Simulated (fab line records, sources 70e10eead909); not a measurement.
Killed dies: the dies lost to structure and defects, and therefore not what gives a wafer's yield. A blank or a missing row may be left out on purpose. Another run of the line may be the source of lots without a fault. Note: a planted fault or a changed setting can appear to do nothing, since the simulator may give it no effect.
Which tool did it? | flow nandHarc | 30 wafers from 10 lots sampled at 7 of the route's 1159 steps

## WHAT THE GAUGES READ, wafer by wafer
NHARC_P_CONTACT_INSPECT_27.
lot  | measured     | on               | rawDefectCount
L300 | day 6 00:07  | defectInspect-02 | 274 280 200
L301 | day 6 15:48  | defectInspect-01 | 287 321 303
L310 | day 8 10:08  | defectInspect-02 | 221 220 207
L311 | day 9 01:53  | defectInspect-02 | 224 262 493
L314 | day 9 14:19  | defectInspect-01 | 230 292 325
L316 | day 10 01:04 | defectInspect-01 | 383 329 351
L319 | day 10 22:58 | defectInspect-01 | 300 298 333
L318 | day 10 23:00 | defectInspect-02 | 262 333 472
L321 | day 11 03:19 | defectInspect-02 | 238 404 318
L322 | day 11 16:47 | defectInspect-02 | 412 388 401

NHARC_P_M0_THK_MEAS_24: measures by xrf.
lot  | measured     | on           | thkNm (nm)
L300 | day 6 03:26  | filmMetro-01 | 117.9 119.5 118.8
L301 | day 6 19:05  | filmMetro-01 | 119.6 117.5 118.4
L310 | day 8 13:25  | filmMetro-01 | 29.1 31.4 30.1
L311 | day 9 05:16  | filmMetro-01 | 30.4 29.2 27.0
L314 | day 9 17:47  | filmMetro-01 | 117.0 115.7 115.1
L316 | day 10 04:22 | filmMetro-01 | 117.2 117.4 116.7
L319 | day 11 02:36 | filmMetro-01 | 118.4 118.6 119.8
L318 | day 11 03:02 | filmMetro-01 | 116.8 116.3 119.4
L321 | day 11 06:44 | filmMetro-01 | 115.9 118.5 116.4
L322 | day 11 20:10 | filmMetro-01 | 119.7 117.0 117.5

NHARC_END_SORT_01.
lot  | measured     | on        | defectLimitedYield (%) | killedAtArray | killedAtOther | killedAtPeriphery | killedDies  | killedOpen | killedShort | sort_bin_2_pct (%) | sort_bin_3_pct (%) | sort_bin_4_pct (%) | sortNPass   | sortRimYieldPct (%) | sortYieldPct (%)
L310 | day 22 22:02 | prober-01 | 0 0 0                  | 19 19 17      | 0 1 0         | 658 657 660       | 677 677 677 | 3 7 0      | 1 1 0       | 97.5 97.5 97.3     | 0.30 0.44 0.15     | 2.2 2.1 2.5        | 0 0 0       | 0 0 0               | 0 0 0
L311 | day 24 01:56 | prober-02 | 0 0 0                  | 26 29 20      | 4 2 1         | 647 646 656       | 677 677 677 | 3 6 3      | 4 3 1       | 97.0 96.6 97.3     | 0.59 0.15 0        | 2.4 3.2 2.7        | 0 0 0       | 0 0 0               | 0 0 0
L314 | day 24 10:32 | prober-01 | 94.2 95.7 94.2         | 36 28 34      | 1 0 2         | 2 1 3             | 39 29 39    | 5 2 1      | 3 5 4       | 1.5 1.8 0.6        | 0.15 0.15 0.59     | 4.1 2.4 4.6        | 638 648 638 | 96 95 97            | 94.2 95.7 94.2

## WHICH TOOL RAN EACH LOT (tool, then ch and the chambers of the sampled wafers, then the start)
lot  | NHARC_P_CONTACT_DESCUM_17         | NHARC_P_M0_ETCH_34                | NHARC_P_M0_ECD_22             | NHARC_P_M0_CMP_23
L300 | rieDiel-02 ch 1,3, day 5 16:43    | rieDiel-12 ch 1,3, day 6 01:11    | ecdCu-01 ch 0,1, day 6 02:25  | cmp-04 ch 2,3, day 6 03:08
L301 | rieDiel-10 ch 0,1,2, day 6 12:38  | rieDiel-01 ch 0,2,3, day 6 16:51  | ecdCu-02 ch 0, day 6 18:06    | cmp-02 ch 1,2,3, day 6 18:50
L310 | rieDiel-02 ch 0,1, day 8 07:03    | rieDiel-12 ch 0,2,3, day 8 11:12  | ecdCu-01 ch 0,1, day 8 12:26  | cmp-04 ch 1,2,3, day 8 13:11
L311 | rieDiel-02 ch 0,2,3, day 8 18:34  | rieDiel-01 ch 0,1,2, day 9 03:03  | ecdCu-02 ch 0,1, day 9 04:14  | cmp-01 ch 1,2,3, day 9 04:57
L314 | rieDiel-04 ch 0,1,3, day 9 04:55  | rieDiel-09 ch 0,1,2, day 9 15:30  | ecdCu-02 ch 0, day 9 16:45    | cmp-02 ch 0,1,3, day 9 17:28
L316 | rieDiel-10 ch 0,1,3, day 9 20:34  | rieDiel-12 ch 0,1,2, day 10 02:08 | ecdCu-02 ch 0,1, day 10 03:19 | cmp-01 ch 0,3, day 10 04:04
L319 | rieDiel-02 ch 0,2, day 10 14:58   | rieDiel-09 ch 0,1, day 11 00:22   | ecdCu-02 ch 0, day 11 01:34   | cmp-04 ch 2,3, day 11 02:17
L318 | rieDiel-10 ch 1,2,3, day 10 15:29 | rieDiel-12 ch 0,1,3, day 11 00:46 | ecdCu-01 ch 0, day 11 02:02   | cmp-02 ch 0,2,3, day 11 02:45
L321 | rieDiel-02 ch 2,3, day 11 00:06   | rieDiel-09 ch 0,1,3, day 11 04:29 | ecdCu-02 ch 0,1, day 11 05:40 | cmp-02 ch 0,1,3, day 11 06:30
L322 | rieDiel-10 ch 0,1,3, day 11 12:02 | rieDiel-01 ch 0,1, day 11 17:50   | ecdCu-02 ch 0,1, day 11 19:04 | cmp-04 ch 0,1,3, day 11 19:55
- NHARC_P_CONTACT_DESCUM_17: chemistry O2, time 3 s.
- NHARC_P_M0_ETCH_34: etches the open film in N2/H2, target depth 40 nm, overetch 12 nm, time 43.94 s.
- NHARC_P_M0_ECD_22: material Cu, target thk 400 nm.
- NHARC_P_M0_CMP_23: polishes, t overpolish 20 s, target thk 117.53 nm.

## AS READ BY THE TOOLS THEMSELVES (means over the sampled wafers that have a number; for cases with no such wafer, the mark the record gives instead)
NHARC_P_CONTACT_DESCUM_17.
lot  | tool       | drypumpMotorCurrentA (A) | mfcArSccm (sccm) | oesProductAu (a.u.) | rfVppV (V) | showerheadPlenumPTorr (Torr) | throttleValvePct (%)
L300 | rieDiel-02 | 6.3                      | 0.013            | 1.005               | 57.2       | 1.88                         | 11.312
L301 | rieDiel-10 | 5.5                      | 0.013            | 1.009               | 57.2       | 1.87                         | 11.312
L310 | rieDiel-02 | 6.3                      | 0.013            | 0.987               | 57.9       | 1.92                         | 11.303
L311 | rieDiel-02 | 5.9                      | 0.000            | 1.019               | 58.2       | 2.00                         | 11.311
L314 | rieDiel-04 | 5.7                      | 0.007            | 1.003               | 58.1       | 1.90                         | 11.308
L316 | rieDiel-10 | 5.6                      | 0.006            | 0.991               | 57.9       | 1.89                         | 11.316
L319 | rieDiel-02 | 5.9                      | 0.000            | 0.997               | 57.9       | 2.03                         | 11.308
L318 | rieDiel-10 | 5.4                      | 0.013            | 0.998               | 58.5       | 1.91                         | 11.314
L321 | rieDiel-02 | 5.9                      | 0.000            | 1.000               | 59.0       | 2.00                         | 11.315
L322 | rieDiel-10 | 5.6                      | 0.006            | 1.000               | 57.2       | 1.89                         | 11.316

NHARC_P_M0_ETCH_34.
lot  | tool       | drypumpMotorCurrentA (A) | mfcArSccm (sccm) | oesProductAu (a.u.) | rfVppV (V) | showerheadPlenumPTorr (Torr) | throttleValvePct (%)
L300 | rieDiel-12 | 5.47                     | 0.006            | 0.987               | 428.6      | 2.00                         | 14.168
L301 | rieDiel-01 | 5.99                     | 0.000            | 0.991               | 433.3      | 2.12                         | 14.169
L310 | rieDiel-12 | 5.54                     | 0.012            | 0.982               | 429.0      | 1.98                         | 14.173
L311 | rieDiel-01 | 5.84                     | 0.000            | 1.001               | 433.3      | 2.13                         | 14.168
L314 | rieDiel-09 | 5.70                     | 0.016            | 1.002               | 430.1      | 2.04                         | 14.168
L316 | rieDiel-12 | 5.70                     | 0.015            | 1.005               | 429.4      | 2.03                         | 14.164
L319 | rieDiel-09 | 5.69                     | 0.024            | 1.016               | 430.1      | 2.03                         | 14.173
L318 | rieDiel-12 | 5.55                     | 0.011            | 1.008               | 429.5      | 2.00                         | 14.171
L321 | rieDiel-09 | 5.58                     | 0.025            | 1.012               | 431.8      | 2.12                         | 14.168
L322 | rieDiel-01 | 5.86                     | 0.000            | 1.006               | 432.4      | 2.12                         | 14.170

NHARC_P_M0_ECD_22.
lot  | tool     | bathHeatDutyPct (%) | bathTempC (C)
L300 | ecdCu-01 | 6.6                 | 24.96
L301 | ecdCu-02 | 6.5                 | 25.01
L310 | ecdCu-01 | -                   | -
L311 | ecdCu-02 | -                   | -
L314 | ecdCu-02 | 6.0                 | 24.93
L316 | ecdCu-02 | 6.2                 | 25.03
L319 | ecdCu-02 | 6.3                 | 25.10
L318 | ecdCu-01 | 5.2                 | 25.00
L321 | ecdCu-02 | 6.5                 | 24.95
L322 | ecdCu-02 | 6.5                 | 24.84

NHARC_P_M0_CMP_23.
lot  | tool   | motorCurrentA (A) | timeToEndpointS (s)
L300 | cmp-04 | 12.8              | 27.9
L301 | cmp-02 | 11.7              | 28.4
L310 | cmp-04 | 11.9              | 2.3
L311 | cmp-01 | 11.5              | 1.6
L314 | cmp-02 | 12.1              | 28.5
L316 | cmp-01 | 11.5              | 29.5
L319 | cmp-04 | 12.6              | 30.7
L318 | cmp-02 | 12.6              | 26.8
L321 | cmp-02 | 12.2              | 26.2
L322 | cmp-04 | 12.8              | 30.6

## THE ANSWER, worked out from the rows above alone
Rule: the usual values come from the lots themselves. Put in order of their means at a reading, lots are off if they are a third of the lots or fewer, leave a main group of 4 or more, and stand apart from it by a gap of 3 or more times the standard deviation of the main group's means; of several such gaps the widest counts. A main group is skipped when, at the precision printed for the reading in the tables above, its means are all equal. Also off: a lot with no number at a reading for which 4 or more lots have one. All remaining lots with rows at the step are treated as sound. After the gauges, taken in route order, come the tools' own readings; for these a lot's mean is taken, as printed above. At the first step where some lot is off, the reading lying furthest off is the one used; lots without a number count as furthest.
Off at NHARC_P_M0_THK_MEAS_24 (thkNm): L310, L311. The main group has a mean of 117.7 nm with a standard deviation of 0.97.
A tool fits if, at a process step before that reading, it ran every lot that is off, and no sound lot after the first of them. The gauges at NHARC_P_M0_THK_MEAS_24 aren't tried: what is off there is off at NHARC_P_M0_ECD_22 too, on other tools, and a gauge's error can't cause that. None of those tried fits.

## WHAT WAS PUT IN BY THE SIMULATOR
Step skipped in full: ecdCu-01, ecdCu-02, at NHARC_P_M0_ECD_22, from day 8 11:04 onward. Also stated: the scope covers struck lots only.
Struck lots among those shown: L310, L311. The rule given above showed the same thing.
